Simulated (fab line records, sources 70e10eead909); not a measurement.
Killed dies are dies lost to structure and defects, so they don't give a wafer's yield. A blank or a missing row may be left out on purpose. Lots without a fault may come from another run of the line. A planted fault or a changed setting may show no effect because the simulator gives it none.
Which tool did it? | flow nand_harc | 14 lots, 42 wafers sampled, at 4 steps of a route of 1159

WHAT THE GAUGES READ, wafer by wafer
NHARC_P_M2_CD_MEAS_09: target cd 170 nm.
lot  | measured     | on        | cd_nm (nm)
L281 | day 5 23:01  | cd_sem-03 | 169.3 169.8 169.6
L282 | day 6 15:35  | cd_sem-02 | 168.9 170.0 169.5
L283 | day 6 19:06  | cd_sem-02 | 169.8 170.1 170.1
L284 | day 6 23:20  | cd_sem-03 | 170.1 170.3 170.9
L287 | day 7 01:58  | cd_sem-02 | 170.4 170.7 170.5
L286 | day 7 02:40  | cd_sem-03 | 170.8 170.3 169.9
L288 | day 8 00:53  | cd_sem-03 | 169.7 169.6 169.0
L289 | day 8 12:17  | cd_sem-02 | 170.0 169.2 169.7
L295 | day 9 11:45  | cd_sem-01 | 170.0 170.0 170.5
L293 | day 9 13:01  | cd_sem-03 | 187.5 187.6 170.6
L296 | day 10 07:17 | cd_sem-01 | 187.8 171.0 188.1
L302 | day 11 06:56 | cd_sem-02 | 169.9 170.1 170.8
L300 | day 11 13:28 | cd_sem-01 | 169.8 170.2 169.8
L303 | day 11 14:17 | cd_sem-02 | 169.4 169.7 169.6

NHARC_P_M2_OVL_MEAS_10: pitch 340 nm.
lot  | measured     | on         | overlay_x_nm (nm) | overlay_y_nm (nm)
L281 | day 5 23:05  | overlay-01 | -0.8 -0.7 -0.3    | 0.3 -0.1 0.4
L282 | day 6 15:40  | overlay-01 | 0.1 0.7 0.5       | 1.2 1.2 1.8
L283 | day 6 19:11  | overlay-01 | -0.8 -1.2 -1.0    | 0.4 1.1 1.0
L284 | day 6 23:25  | overlay-01 | -0.1 -0.4 -0.4    | -0.5 -0.8 -0.8
L287 | day 7 02:04  | overlay-02 | 1.5 0.6 1.4       | -0.8 -1.2 -1.0
L286 | day 7 02:45  | overlay-02 | -0.4 -0.5 -0.1    | -0.5 -0.8 -0.6
L288 | day 8 00:59  | overlay-02 | 0.9 1.2 1.0       | -1.0 -1.1 -1.0
L289 | day 8 12:22  | overlay-01 | 0.1 0.4 -0.5      | -1.3 -0.6 -1.1
L295 | day 9 11:50  | overlay-02 | 1.1 1.3 1.2       | 0.8 0.2 1.1
L293 | day 9 13:06  | overlay-01 | -1.2 -1.2 -1.1    | -0.7 -1.3 -1.6
L296 | day 10 07:22 | overlay-02 | 1.1 0.7 0.4       | 0.6 0.6 0.6
L302 | day 11 07:01 | overlay-02 | 0.1 -0.4 -0.5     | -0.1 0.1 -0.3
L300 | day 11 13:33 | overlay-01 | -0.4 -0.6 -0.4    | -1.0 -0.4 -0.5
L303 | day 11 14:22 | overlay-02 | -0.2 -0.3 -0.2    | 0.2 0.4 0.8

WHICH TOOL RAN EACH LOT (tool, then ch and the chambers of the sampled wafers, then the start)
lot  | NHARC_P_M1_STRIP_18                | NHARC_P_M2_PEB_07
L281 | rie_diel-11 ch 0,3, day 5 19:34    | litho_track-01 ch 0, day 5 22:56
L282 | rie_diel-09 ch 0,2, day 6 11:59    | litho_track-06 ch 0, day 6 15:30
L283 | rie_diel-11 ch 1,2,3, day 6 15:29  | litho_track-01 ch 0, day 6 19:02
L284 | rie_diel-11 ch 0,1,3, day 6 19:35  | litho_track-01 ch 0, day 6 23:15
L287 | rie_diel-11 ch 0,1,2, day 6 22:16  | litho_track-01 ch 0, day 7 01:53
L286 | rie_diel-11 ch 0,2,3, day 6 23:05  | litho_track-06 ch 0, day 7 02:35
L288 | rie_diel-09 ch 0,1,3, day 7 21:18  | litho_track-01 ch 0, day 8 00:49
L289 | rie_diel-13 ch 2,3, day 8 08:32    | litho_track-04 ch 0, day 8 12:12
L295 | rie_diel-13 ch 0,2, day 9 08:20    | litho_track-06 ch 0, day 9 11:40
L293 | rie_diel-11 ch 0,1,3, day 9 09:16  | litho_track-01 ch 0, day 9 12:56
L296 | rie_diel-11 ch 0,2, day 10 03:14   | litho_track-01 ch 0, day 10 07:12
L302 | rie_diel-09 ch 0,1,3, day 11 03:28 | litho_track-06 ch 0, day 11 06:52
L300 | rie_diel-11 ch 0,1,3, day 11 09:49 | litho_track-04 ch 0, day 11 13:23
L303 | rie_diel-11 ch 1,2, day 11 10:46   | litho_track-04 ch 0, day 11 14:12
- NHARC_P_M1_STRIP_18: strips in N2/H2.
- NHARC_P_M2_PEB_07: peb time 65 s.

WHAT THE TOOLS THEMSELVES READ (means of the sampled wafers that have a number; where no wafer has one, the mark that the record gives instead)
NHARC_P_M1_STRIP_18.
lot  | tool        | drypump_motor_current_A (A) | oes_product_au (a.u.) | rf_vpp_V (V) | showerhead_plenum_p_Torr (Torr) | throttle_valve_pct (%)
L281 | rie_diel-11 | 5.9                         | 1.004                 | 91.2         | 2.10                            | 14.167
L282 | rie_diel-09 | 5.3                         | 0.998                 | 90.9         | 1.95                            | 14.173
L283 | rie_diel-11 | 5.7                         | 1.001                 | 90.5         | 2.09                            | 14.164
L284 | rie_diel-11 | 5.6                         | 0.999                 | 90.8         | 2.13                            | 14.161
L287 | rie_diel-11 | 5.7                         | 0.991                 | 90.5         | 2.05                            | 14.173
L286 | rie_diel-11 | 6.0                         | 0.995                 | 91.0         | 2.06                            | 14.166
L288 | rie_diel-09 | 6.0                         | 1.000                 | 90.6         | 2.05                            | 14.164
L289 | rie_diel-13 | 5.3                         | 0.993                 | 90.5         | 2.02                            | 14.175
L295 | rie_diel-13 | 5.6                         | 1.004                 | 90.5         | 1.96                            | 14.173
L293 | rie_diel-11 | 5.6                         | 0.992                 | 91.5         | 2.13                            | 14.165
L296 | rie_diel-11 | 6.1                         | 0.998                 | 90.6         | 2.02                            | 14.166
L302 | rie_diel-09 | 6.1                         | 1.000                 | 91.3         | 2.05                            | 14.176
L300 | rie_diel-11 | 5.6                         | 0.992                 | 91.1         | 2.13                            | 14.173
L303 | rie_diel-11 | 5.9                         | 1.002                 | 90.4         | 2.01                            | 14.170

NHARC_P_M2_PEB_07.
lot  | tool           | chill_plate_temp_C (C)
L281 | litho_track-01 | 22.96
L282 | litho_track-06 | 22.94
L283 | litho_track-01 | 23.03
L284 | litho_track-01 | 23.18
L287 | litho_track-01 | 22.89
L286 | litho_track-06 | 23.03
L288 | litho_track-01 | 23.12
L289 | litho_track-04 | 22.98
L295 | litho_track-06 | 22.97
L293 | litho_track-01 | 23.18
L296 | litho_track-01 | 23.14
L302 | litho_track-06 | 23.06
L300 | litho_track-04 | 23.05
L303 | litho_track-04 | 22.98

THE ANSWER, worked out from the rows above alone
Rule: what is usual is taken from the lots themselves. Put in order of their means at a reading, lots are off if they are a third of the lots or fewer, leave a main group of 4 or more, and stand apart from it by a gap of 3 or more times the standard deviation of the main group's means; of several such gaps the widest counts. A main group whose means are all the same, to the digits that the tables above print for the reading, isn't used. A lot without any number at a reading at which 4 lots or more have one is off too. The other lots that the step has rows for count as sound. The gauges are gone through in route order, then the tools' own readings, and for those a lot's mean is taken as printed above. The first step at which some lot is off is used, and at that step the reading that is off furthest; a lot without a number counts as furthest.
Off: L293, L296, at NHARC_P_M2_CD_MEAS_09 (cd_nm). The main group: mean 169.9 nm, standard deviation 0.38.
A tool fits if, at a process step before that reading, it ran every lot that is off, and no sound lot after the first of them. The gauges at NHARC_P_M2_CD_MEAS_09 are tried like those tools. One fits: litho_track-01 at NHARC_P_M2_PEB_07. Its last sound lot is L288 (day 8 00:49), its first lot that is off L293 (day 9 12:56): a fault that began between those two fits.

WHAT THE SIMULATOR HAD PUT IN
Process parameter drift: litho_track-01, from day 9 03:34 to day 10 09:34, at NHARC_P_M2_PEB_07. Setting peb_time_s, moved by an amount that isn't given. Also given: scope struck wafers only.
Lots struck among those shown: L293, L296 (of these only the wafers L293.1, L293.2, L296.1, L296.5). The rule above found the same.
